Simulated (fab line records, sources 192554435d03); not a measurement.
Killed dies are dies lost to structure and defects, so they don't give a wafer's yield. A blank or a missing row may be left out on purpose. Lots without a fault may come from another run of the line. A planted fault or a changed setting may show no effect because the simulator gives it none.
Which tool did it? | flow n5_finfet | 24 lots, 72 wafers sampled, at 6 steps of a route of 1938

WHAT THE GAUGES READ, wafer by wafer
N5_BEOL_M2_THK_MEAS_01.
lot  | measured     | on            | M2_ILD_THK (nm)
L074 | day 7 16:08  | film_metro-02 | 78.0 79.2 78.9
L075 | day 7 21:15  | film_metro-01 | 79.2 78.2 80.7
L078 | day 7 21:19  | film_metro-01 | 77.4 77.5 79.9
L076 | day 7 21:59  | film_metro-02 | 77.9 78.1 78.8
L077 | day 8 00:56  | film_metro-01 | 79.2 79.8 80.9
L080 | day 8 04:08  | film_metro-02 | 78.6 79.2 80.3
L079 | day 8 02:44  | film_metro-02 | 78.2 79.9 79.1
L081 | day 8 06:17  | film_metro-02 | 78.5 78.2 80.2
L082 | day 8 15:07  | film_metro-02 | 78.5 79.0 79.8
L083 | day 8 18:54  | film_metro-02 | 77.8 78.2 77.7
L084 | day 9 09:10  | film_metro-01 | 78.6 78.6 80.2
L085 | day 9 19:50  | film_metro-02 | 79.2 78.0 80.6
L086 | day 9 23:14  | film_metro-01 | 80.4 81.6 79.6
L088 | day 10 11:02 | film_metro-01 | 80.1 80.2 79.9
L087 | day 10 16:12 | film_metro-02 | 80.4 79.3 79.4
L089 | day 10 18:01 | film_metro-02 | 78.0 78.6 79.1
L092 | day 10 19:54 | film_metro-02 | 80.7 82.1 79.8
L090 | day 10 19:33 | film_metro-02 | 76.9 79.1 78.3
L091 | day 10 22:37 | film_metro-01 | 75.8 77.9 76.0
L093 | day 11 10:02 | film_metro-02 | 79.9 81.0 79.9
L094 | day 11 13:13 | film_metro-01 | 77.8 79.1 76.7
L096 | day 11 19:59 | film_metro-02 | 77.3 79.9 79.6
L095 | day 12 04:04 | film_metro-01 | 78.6 78.3 80.4
L097 | day 12 12:18 | film_metro-01 | 80.1 79.8 80.2

WHICH TOOL RAN EACH LOT (tool, then ch and the chambers of the sampled wafers, then the start)
lot  | N5_BEOL_M1_DESCUM_16               | N5_BEOL_M1_STRIP_19                | N5_BEOL_M1_SPUTTER_48        | N5_BEOL_M1_ANNEAL_49         | N5_BEOL_M1_CO_CAP_55
L074 | rie_diel-04 ch 1,2,3, day 7 05:35  | rie_diel-05 ch 1,3, day 7 05:57    | pvd_sputter-01, day 7 13:10  | pvd_sputter-01, day 7 13:15  | cvd_co-02 ch 0,1,2, day 7 15:47
L075 | rie_diel-05 ch 0,2,3, day 7 07:39  | rie_diel-05 ch 0,2,3, day 7 08:01  | pvd_sputter-02, day 7 18:17  | pvd_sputter-02, day 7 18:22  | cvd_co-01 ch 0,1, day 7 20:54
L078 | rie_diel-02 ch 0,1,2, day 7 09:51  | rie_diel-02 ch 0,1,2, day 7 10:13  | pvd_sputter-03, day 7 18:18  | pvd_sputter-03, day 7 18:23  | cvd_co-02 ch 0,1, day 7 20:57
L076 | rie_diel-02 ch 0,1,2, day 7 10:15  | rie_diel-05 ch 1,2,3, day 7 10:37  | pvd_sputter-01, day 7 18:52  | pvd_sputter-01, day 7 18:57  | cvd_co-02 ch 0,1, day 7 21:38
L077 | rie_diel-04 ch 0,1,2, day 7 11:14  | rie_diel-04 ch 0,2,3, day 7 11:36  | pvd_sputter-02, day 7 21:58  | pvd_sputter-02, day 7 22:02  | cvd_co-01 ch 0,1, day 8 00:37
L080 | rie_diel-05 ch 1,2, day 7 15:46    | rie_diel-04 ch 1,2, day 7 16:08    | pvd_sputter-01, day 8 01:09  | pvd_sputter-01, day 8 01:14  | cvd_co-01 ch 0,1, day 8 03:49
L079 | rie_diel-04 ch 0,2,3, day 7 16:13  | rie_diel-05 ch 1,3, day 7 16:36    | pvd_sputter-02, day 7 23:48  | pvd_sputter-02, day 7 23:53  | cvd_co-02 ch 1,2, day 8 02:25
L081 | rie_diel-04 ch 2,3, day 7 21:32    | rie_diel-04 ch 0,2,3, day 7 21:59  | pvd_sputter-02, day 8 02:48  | pvd_sputter-02, day 8 02:53  | cvd_co-02 ch 0,1, day 8 05:58
L082 | rie_diel-04 ch 0,3, day 8 07:26    | rie_diel-04 ch 0,2,3, day 8 07:47  | pvd_sputter-03, day 8 11:43  | pvd_sputter-03, day 8 11:47  | cvd_co-01 ch 0,1,2, day 8 14:37
L083 | rie_diel-02 ch 0,2,3, day 8 10:58  | rie_diel-02 ch 1,2,3, day 8 11:24  | pvd_sputter-02, day 8 15:58  | pvd_sputter-02, day 8 16:02  | cvd_co-02 ch 0,1,2, day 8 18:35
L084 | rie_diel-05 ch 0,3, day 9 02:50    | rie_diel-04 ch 0,2, day 9 03:11    | pvd_sputter-02, day 9 06:13  | pvd_sputter-02, day 9 06:18  | cvd_co-01 ch 0,1,2, day 9 08:52
L085 | rie_diel-02 ch 0,3, day 9 05:37    | rie_diel-04 ch 0,2, day 9 05:59    | pvd_sputter-02, day 9 16:55  | pvd_sputter-02, day 9 16:59  | cvd_co-01 ch 0,1,2, day 9 19:32
L086 | rie_diel-02 ch 0,1,3, day 9 12:46  | rie_diel-05 ch 1,2,3, day 9 13:08  | pvd_sputter-02, day 9 20:17  | pvd_sputter-02, day 9 20:22  | cvd_co-02 ch 0,1,2, day 9 22:57
L088 | rie_diel-02 ch 0,1,3, day 9 23:03  | rie_diel-05 ch 0,3, day 9 23:25    | pvd_sputter-01, day 10 08:06 | pvd_sputter-01, day 10 08:11 | cvd_co-02 ch 1,2, day 10 10:44
L087 | rie_diel-05 ch 0,1,2, day 9 23:10  | rie_diel-05 ch 1,2, day 9 23:32    | pvd_sputter-03, day 10 13:16 | pvd_sputter-03, day 10 13:20 | cvd_co-02 ch 1,2, day 10 15:53
L089 | rie_diel-02 ch 0,1,3, day 10 02:59 | rie_diel-04 ch 2,3, day 10 03:25   | pvd_sputter-01, day 10 15:03 | pvd_sputter-01, day 10 15:08 | cvd_co-02 ch 0,2, day 10 17:40
L092 | rie_diel-05 ch 0,1, day 10 07:02   | rie_diel-02 ch 0,3, day 10 07:23   | pvd_sputter-01, day 10 16:53 | pvd_sputter-01, day 10 16:58 | cvd_co-02 ch 0,1,2, day 10 19:35
L090 | rie_diel-05 ch 0,2, day 10 07:40   | rie_diel-05 ch 1,2, day 10 08:07   | pvd_sputter-03, day 10 16:35 | pvd_sputter-03, day 10 16:40 | cvd_co-01 ch 0,1,2, day 10 19:13
L091 | rie_diel-02 ch 0,1,2, day 10 10:34 | rie_diel-05 ch 0,1,2, day 10 10:55 | pvd_sputter-01, day 10 19:34 | pvd_sputter-01, day 10 19:39 | cvd_co-01 ch 0,2, day 10 22:18
L093 | rie_diel-05 ch 0,2, day 11 01:50   | rie_diel-02 ch 0,2,3, day 11 02:16 | pvd_sputter-01, day 11 07:04 | pvd_sputter-01, day 11 07:09 | cvd_co-01 ch 0,1, day 11 09:43
L094 | rie_diel-04 ch 2,3, day 11 07:16   | rie_diel-02 ch 0,2,3, day 11 07:43 | pvd_sputter-03, day 11 10:16 | pvd_sputter-03, day 11 10:21 | cvd_co-02 ch 1,2, day 11 12:54
L096 | rie_diel-05 ch 0,2,3, day 11 13:34 | rie_diel-04 ch 0,2,3, day 11 13:57 | pvd_sputter-02, day 11 17:03 | pvd_sputter-02, day 11 17:08 | cvd_co-01 ch 0,1,2, day 11 19:43
L095 | rie_diel-05 ch 0,1,3, day 11 16:41 | rie_diel-02 ch 0,1, day 11 17:08   | pvd_sputter-02, day 12 00:39 | pvd_sputter-02, day 12 00:44 | cvd_co-02 ch 0,2, day 12 03:43
L097 | rie_diel-05 ch 0,2,3, day 11 23:32 | rie_diel-04 ch 0,2,3, day 11 23:58 | pvd_sputter-02, day 12 09:17 | pvd_sputter-02, day 12 09:22 | cvd_co-02 ch 0,2, day 12 11:57
- N5_BEOL_M1_DESCUM_16: chemistry O2, time 7 s.
- N5_BEOL_M1_STRIP_19: strips in O2.
- N5_BEOL_M1_SPUTTER_48: material Cu, target thk 4.5 nm, time 8.29 s.
- N5_BEOL_M1_ANNEAL_49: time 240 s.
- N5_BEOL_M1_CO_CAP_55: material Co, precursor CCTBA/H2, target thk 2 nm, time 102.1 s.

WHAT THE TOOLS THEMSELVES READ (means of the sampled wafers that have a number; where no wafer has one, the mark that the record gives instead)
N5_BEOL_M1_DESCUM_16.
lot  | tool        | drypump_motor_current_A (A) | oes_product_au (a.u.) | rf_vpp_V (V) | showerhead_plenum_p_Torr (Torr) | throttle_valve_pct (%)
L074 | rie_diel-04 | 5.4                         | 0.81                  | 243.4        | 2.08                            | 20.3
L075 | rie_diel-05 | 5.9                         | 0.78                  | 242.9        | 2.09                            | 20.5
L078 | rie_diel-02 | 5.8                         | 0.72                  | 243.1        | 2.11                            | 20.7
L076 | rie_diel-02 | 5.9                         | 0.72                  | 242.4        | 2.11                            | 20.7
L077 | rie_diel-04 | 5.4                         | 0.82                  | 243.8        | 2.14                            | 20.5
L080 | rie_diel-05 | 5.6                         | 0.86                  | 242.8        | 2.04                            | 20.1
L079 | rie_diel-04 | 5.1                         | 0.89                  | 243.9        | 2.17                            | 20.1
L081 | rie_diel-04 | 5.0                         | 0.87                  | 243.3        | 2.11                            | 20.0
L082 | rie_diel-04 | 5.1                         | 0.90                  | 243.9        | 2.15                            | 19.9
L083 | rie_diel-02 | 5.7                         | 0.77                  | 243.4        | 2.13                            | 20.6
L084 | rie_diel-05 | 5.7                         | 0.70                  | 243.3        | 2.11                            | 20.8
L085 | rie_diel-02 | 5.6                         | 0.83                  | 244.5        | 2.18                            | 20.4
L086 | rie_diel-02 | 5.7                         | 0.77                  | 244.7        | 2.16                            | 20.5
L088 | rie_diel-02 | 5.7                         | 0.77                  | 244.1        | 2.16                            | 20.5
L087 | rie_diel-05 | 5.9                         | 0.77                  | 243.2        | 2.08                            | 20.4
L089 | rie_diel-02 | 5.8                         | 0.76                  | 244.6        | 2.16                            | 20.5
L092 | rie_diel-05 | 5.8                         | 0.69                  | 243.4        | 2.09                            | 20.5
L090 | rie_diel-05 | 6.2                         | 0.76                  | 243.0        | 2.11                            | 20.5
L091 | rie_diel-02 | 5.9                         | 0.81                  | 243.6        | 2.11                            | 20.6
L093 | rie_diel-05 | 6.0                         | 0.82                  | 242.9        | 2.07                            | 20.3
L094 | rie_diel-04 | 4.9                         | 0.82                  | 243.1        | 2.12                            | 20.2
L096 | rie_diel-05 | 5.9                         | 0.85                  | 243.4        | 2.08                            | 20.5
L095 | rie_diel-05 | 5.7                         | 0.78                  | 243.1        | 2.09                            | 20.6
L097 | rie_diel-05 | 5.8                         | 0.84                  | 242.2        | 2.08                            | 20.5

N5_BEOL_M1_STRIP_19.
lot  | tool        | drypump_motor_current_A (A) | oes_product_au (a.u.) | rf_vpp_V (V) | showerhead_plenum_p_Torr (Torr) | throttle_valve_pct (%)
L074 | rie_diel-05 | 5.4                         | 0.71                  | 3.7          | 2.07                            | 16.8
L075 | rie_diel-05 | 5.8                         | 0.77                  | 3.2          | 2.10                            | 16.8
L078 | rie_diel-02 | 5.9                         | 0.72                  | 3.0          | 2.12                            | 17.0
L076 | rie_diel-05 | 5.5                         | 0.78                  | 3.7          | 2.06                            | 16.7
L077 | rie_diel-04 | 5.1                         | 0.90                  | 3.7          | 2.17                            | 16.3
L080 | rie_diel-04 | 5.3                         | 0.78                  | 3.5          | 2.10                            | 16.8
L079 | rie_diel-05 | 5.4                         | 0.70                  | 3.5          | 2.07                            | 16.9
L081 | rie_diel-04 | 5.1                         | 0.88                  | 3.4          | 2.17                            | 16.3
L082 | rie_diel-04 | 5.1                         | 0.89                  | 3.4          | 2.17                            | 16.3
L083 | rie_diel-02 | 5.7                         | 0.76                  | 3.7          | 2.17                            | 16.9
L084 | rie_diel-04 | 5.2                         | 0.88                  | 3.6          | 2.22                            | 16.4
L085 | rie_diel-04 | 5.2                         | 0.88                  | 4.3          | 2.22                            | 16.4
L086 | rie_diel-05 | 5.5                         | 0.76                  | 3.5          | 2.06                            | 16.7
L088 | rie_diel-05 | 5.7                         | 0.68                  | 3.6          | 2.11                            | 17.1
L087 | rie_diel-05 | 5.6                         | 0.75                  | 3.4          | 2.04                            | 16.5
L089 | rie_diel-04 | 4.9                         | 0.82                  | 3.9          | 2.13                            | 16.5
L092 | rie_diel-02 | 5.8                         | 0.77                  | 3.7          | 2.13                            | 16.7
L090 | rie_diel-05 | 5.6                         | 0.76                  | 4.0          | 2.04                            | 16.5
L091 | rie_diel-05 | 5.9                         | 0.76                  | 3.6          | 2.08                            | 16.7
L093 | rie_diel-02 | 5.7                         | 0.85                  | 3.7          | 2.13                            | 16.7
L094 | rie_diel-02 | 5.7                         | 0.85                  | 3.9          | 2.13                            | 16.7
L096 | rie_diel-04 | 5.1                         | 0.85                  | 3.6          | 2.16                            | 16.4
L095 | rie_diel-02 | 5.9                         | 0.72                  | 4.3          | 2.11                            | 16.9
L097 | rie_diel-04 | 5.0                         | 0.84                  | 3.9          | 2.16                            | 16.4

N5_BEOL_M1_SPUTTER_48.
lot  | tool           | throttle_valve_pct (%)
L074 | pvd_sputter-01 | 29.3
L075 | pvd_sputter-02 | 30.0
L078 | pvd_sputter-03 | 30.8
L076 | pvd_sputter-01 | 29.2
L077 | pvd_sputter-02 | 30.2
L080 | pvd_sputter-01 | 29.9
L079 | pvd_sputter-02 | 29.5
L081 | pvd_sputter-02 | 30.4
L082 | pvd_sputter-03 | 31.4
L083 | pvd_sputter-02 | 30.1
L084 | pvd_sputter-02 | 29.7
L085 | pvd_sputter-02 | 30.0
L086 | pvd_sputter-02 | 29.9
L088 | pvd_sputter-01 | 30.2
L087 | pvd_sputter-03 | 30.7
L089 | pvd_sputter-01 | 30.0
L092 | pvd_sputter-01 | 30.5
L090 | pvd_sputter-03 | 31.1
L091 | pvd_sputter-01 | 29.3
L093 | pvd_sputter-01 | 30.0
L094 | pvd_sputter-03 | 31.3
L096 | pvd_sputter-02 | 30.0
L095 | pvd_sputter-02 | 30.0
L097 | pvd_sputter-02 | 30.0

N5_BEOL_M1_ANNEAL_49.
lot  | tool           | heater_power_w (W)
L074 | pvd_sputter-01 | 918
L075 | pvd_sputter-02 | 814
L078 | pvd_sputter-03 | 803
L076 | pvd_sputter-01 | 904
L077 | pvd_sputter-02 | 829
L080 | pvd_sputter-01 | 1046
L079 | pvd_sputter-02 | 801
L081 | pvd_sputter-02 | 913
L082 | pvd_sputter-03 | 809
L083 | pvd_sputter-02 | 810
L084 | pvd_sputter-02 | 839
L085 | pvd_sputter-02 | 826
L086 | pvd_sputter-02 | 841
L088 | pvd_sputter-01 | 938
L087 | pvd_sputter-03 | 793
L089 | pvd_sputter-01 | 962
L092 | pvd_sputter-01 | 1048
L090 | pvd_sputter-03 | 823
L091 | pvd_sputter-01 | 845
L093 | pvd_sputter-01 | 958
L094 | pvd_sputter-03 | 771
L096 | pvd_sputter-02 | 887
L095 | pvd_sputter-02 | 889
L097 | pvd_sputter-02 | 818

N5_BEOL_M1_CO_CAP_55.
lot  | tool      | heater_power_w (W)
L074 | cvd_co-02 | 250
L075 | cvd_co-01 | 264
L078 | cvd_co-02 | 246
L076 | cvd_co-02 | 248
L077 | cvd_co-01 | 253
L080 | cvd_co-01 | 269
L079 | cvd_co-02 | 250
L081 | cvd_co-02 | 248
L082 | cvd_co-01 | 254
L083 | cvd_co-02 | 249
L084 | cvd_co-01 | 255
L085 | cvd_co-01 | 263
L086 | cvd_co-02 | 251
L088 | cvd_co-02 | 251
L087 | cvd_co-02 | 250
L089 | cvd_co-02 | 246
L092 | cvd_co-02 | 248
L090 | cvd_co-01 | 256
L091 | cvd_co-01 | 261
L093 | cvd_co-01 | 255
L094 | cvd_co-02 | 256
L096 | cvd_co-01 | 261
L095 | cvd_co-02 | 253
L097 | cvd_co-02 | 250

THE ANSWER, worked out from the rows above alone
Rule: what is usual is taken from the lots themselves. Put in order of their means at a reading, lots are off if they are a third of the lots or fewer, leave a main group of 4 or more, and stand apart from it by a gap of 3 or more times the standard deviation of the main group's means; of several such gaps the widest counts. A main group whose means are all the same, to the digits that the tables above print for the reading, isn't used. A lot without any number at a reading at which 4 lots or more have one is off too. The other lots that the step has rows for count as sound. The gauges are gone through in route order, then the tools' own readings, and for those a lot's mean is taken as printed above. The first step at which some lot is off is used, and at that step the reading that is off furthest; a lot without a number counts as furthest.
No lot is off at any reading shown: from this, nothing can be told.

WHAT THE SIMULATOR HAD PUT IN
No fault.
